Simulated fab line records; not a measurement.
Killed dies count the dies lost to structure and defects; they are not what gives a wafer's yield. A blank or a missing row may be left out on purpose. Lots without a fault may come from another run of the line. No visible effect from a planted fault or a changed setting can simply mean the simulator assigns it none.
Which tool was responsible? | flow nandHarc | 14 lots with 42 wafers sampled at 4 steps, on a route of 1302 steps

WHAT THE GAUGES SHOWED, per wafer
NHARC_THIN_TSV_CD_MEAS_12: target cd 1000 nm. Usual: 1000.3 nm for cdNm, sd 1.8.
lot  | measured     | on       | cdNm (nm)            | flag
L254 | day 24 09:43 | cdSem-02 | 1002.1 1003.3 1001.2 | 
L258 | day 25 17:07 | cdSem-01 | 999.0 1000.8 1000.9  | 
L257 | day 25 16:04 | cdSem-01 | 998.2 999.5 1000.6   | 
L256 | day 25 20:28 | cdSem-01 | 1000.4 1003.2 1001.6 | 
L260 | day 26 21:42 | cdSem-03 | 998.4 1000.6 1001.2  | 
L259 | day 26 22:54 | cdSem-03 | 1001.2 997.9 999.1   | 
L262 | day 27 15:35 | cdSem-03 | 998.7 1000.9 1001.6  | 
L264 | day 29 05:04 | cdSem-02 | 996.6 998.1 997.8    | 
L263 | day 29 14:01 | cdSem-01 | 1001.4 998.6 1001.0  | 
L271 | day 31 10:00 | cdSem-01 | 1001.6 998.4 999.4   | 
L273 | day 32 13:08 | cdSem-02 | 997.2 998.8 999.0    | 
L275 | day 33 08:05 | cdSem-01 | 1003.0 1002.3 1002.9 | 
L276 | day 33 15:48 | cdSem-02 | 1003.0 1003.4 1004.5 | 
L274 | day 33 16:53 | cdSem-02 | 1001.9 1003.8 1002.8 | 

NHARC_END_SORT_01. Usual: defectLimitedYield 91.0 %, standard deviation 2.6; killedAtArray 57, standard deviation 17; killedAtOther 0.5, standard deviation 0.82; killedAtPeriphery 4.0, standard deviation 2.8; killedDies 61, standard deviation 18; killedOpen 2.9, standard deviation 2; killedShort 2.3, standard deviation 1.7.
lot  | measured     | on        | defectLimitedYield (%) | killedAtArray | killedAtOther | killedAtPeriphery | killedDies  | killedOpen | killedShort | flag
L263 | day 30 06:07 | prober-01 | 89.7 87.4 90.4         | 69 82 64      | 0 0 0         | 1 3 1             | 70 85 65    | 4 3 8      | 4 3 0       | 
L271 | day 31 23:53 | prober-01 | 82.1 76.7 84.6         | 40 48 58      | 77 106 38     | 4 4 8             | 121 158 104 | 3 2 4      | 3 2 4       | OFF
L273 | day 33 06:10 | prober-01 | 84.5 83.6 80.1         | 60 52 60      | 43 55 74      | 2 4 1             | 105 111 135 | 1 4 3      | 1 1 1       | OFF

WHAT TOOL EACH LOT RAN ON (gives the tool, then ch and the chambers of the sampled wafers, and finally the start)
lot  | NHARC_HYBRID_BOND_PRECLEAN_01      | NHARC_THIN_TSV_STRIP_56
L254 | wetBench-08 ch 0,2,7, day 23 21:54 | plasmaAsher-02 ch 0,1, day 24 16:22
L258 | wetBench-10 ch 1,2,5, day 25 03:25 | plasmaAsher-02 ch 0,1, day 25 23:41
L257 | wetBench-08 ch 2,3,7, day 25 06:40 | plasmaAsher-01 ch 0,1, day 25 22:34
L256 | wetBench-08 ch 1,3,7, day 25 07:08 | plasmaAsher-02 ch 0, day 26 03:04
L260 | wetBench-08 ch 1,2,7, day 26 08:29 | plasmaAsher-02 ch 0,1, day 27 04:22
L259 | wetBench-10 ch 2,3,5, day 26 10:05 | plasmaAsher-02 ch 0,1, day 27 05:42
L262 | wetBench-10 ch 0,4,5, day 27 00:48 | plasmaAsher-02 ch 0,1, day 27 22:05
L264 | wetBench-08 ch 3,4,5, day 28 16:48 | plasmaAsher-02 ch 0,1, day 29 11:44
L263 | wetBench-10 ch 0,1,5, day 29 02:01 | plasmaAsher-02 ch 1, day 29 20:35
L271 | wetBench-10 ch 2,4,5, day 30 20:41 | plasmaAsher-01 ch 0,1, day 31 16:59
L273 | wetBench-10 ch 2,3,6, day 31 21:50 | plasmaAsher-01 ch 0,1, day 32 20:10
L275 | wetBench-08 ch 1,3,7, day 32 20:07 | plasmaAsher-01 ch 0,1, day 33 14:46
L276 | wetBench-08 ch 2,5,7, day 33 00:05 | plasmaAsher-02 ch 0,1, day 33 22:24
L274 | wetBench-08 ch 0,1,5, day 33 01:11 | plasmaAsher-02 ch 0,1, day 33 23:52
- NHARC_HYBRID_BOND_PRECLEAN_01: cleans in DIW, time 300 s.
- NHARC_THIN_TSV_STRIP_56: strips in O2.

AS READ BY THE TOOLS THEMSELVES (means over the sampled wafers that have a number; for cases with no such wafer, the mark the record gives instead)
NHARC_THIN_TSV_STRIP_56. Usual: drypumpMotorCurrentA 5.66 A, standard deviation 0.15; heaterPowerW 345 W, standard deviation 35.
lot  | tool           | drypumpMotorCurrentA (A) | heaterPowerW (W) | flag
L254 | plasmaAsher-02 | 5.76                     | 349              | 
L258 | plasmaAsher-02 | 5.69                     | 329              | 
L257 | plasmaAsher-01 | 5.49                     | 367              | 
L256 | plasmaAsher-02 | 5.71                     | 320              | 
L260 | plasmaAsher-02 | 5.72                     | 324              | 
L259 | plasmaAsher-02 | 5.74                     | 334              | 
L262 | plasmaAsher-02 | 5.76                     | 336              | 
L264 | plasmaAsher-02 | 5.71                     | 326              | 
L263 | plasmaAsher-02 | 5.77                     | 345              | 
L271 | plasmaAsher-01 | 5.50                     | 371              | 
L273 | plasmaAsher-01 | 5.42                     | 394              | 
L275 | plasmaAsher-01 | 5.51                     | 379              | 
L276 | plasmaAsher-02 | 5.71                     | 327              | 
L274 | plasmaAsher-02 | 5.73                     | 336              | 

THE ANSWER, worked out from the rows above alone
Rule: lot off if the mean of its wafers having a number is beyond 3 standard deviations from the usual mean. Also off: a lot with no number at a reading for which 4 or more lots have one. The other lots that the step has rows for count as sound. The gauges are gone through in route order, then the tools' own readings, and for those a lot's mean is taken as printed above. At the first step where some lot is off, the reading lying furthest off is the one used; lots without a number count as furthest.
Off, at NHARC_END_SORT_01 on killedAtOther: L271, L273. Neither off nor sound, because the step has no rows for them: L254, L258, L257, L256, L260, L259, L262, L264, L275, L276, L274.
A tool fits if, at a process step before that reading, it ran every lot that is off, and no sound lot after the first of them. Those tools and the gauges at NHARC_END_SORT_01 are tried in the same way. Can't be told from this: 3 tools fit, wetBench-10 at NHARC_HYBRID_BOND_PRECLEAN_01, plasmaAsher-01 at NHARC_THIN_TSV_STRIP_56, prober-01 at NHARC_END_SORT_01.

WHAT WAS PUT IN BY THE SIMULATOR
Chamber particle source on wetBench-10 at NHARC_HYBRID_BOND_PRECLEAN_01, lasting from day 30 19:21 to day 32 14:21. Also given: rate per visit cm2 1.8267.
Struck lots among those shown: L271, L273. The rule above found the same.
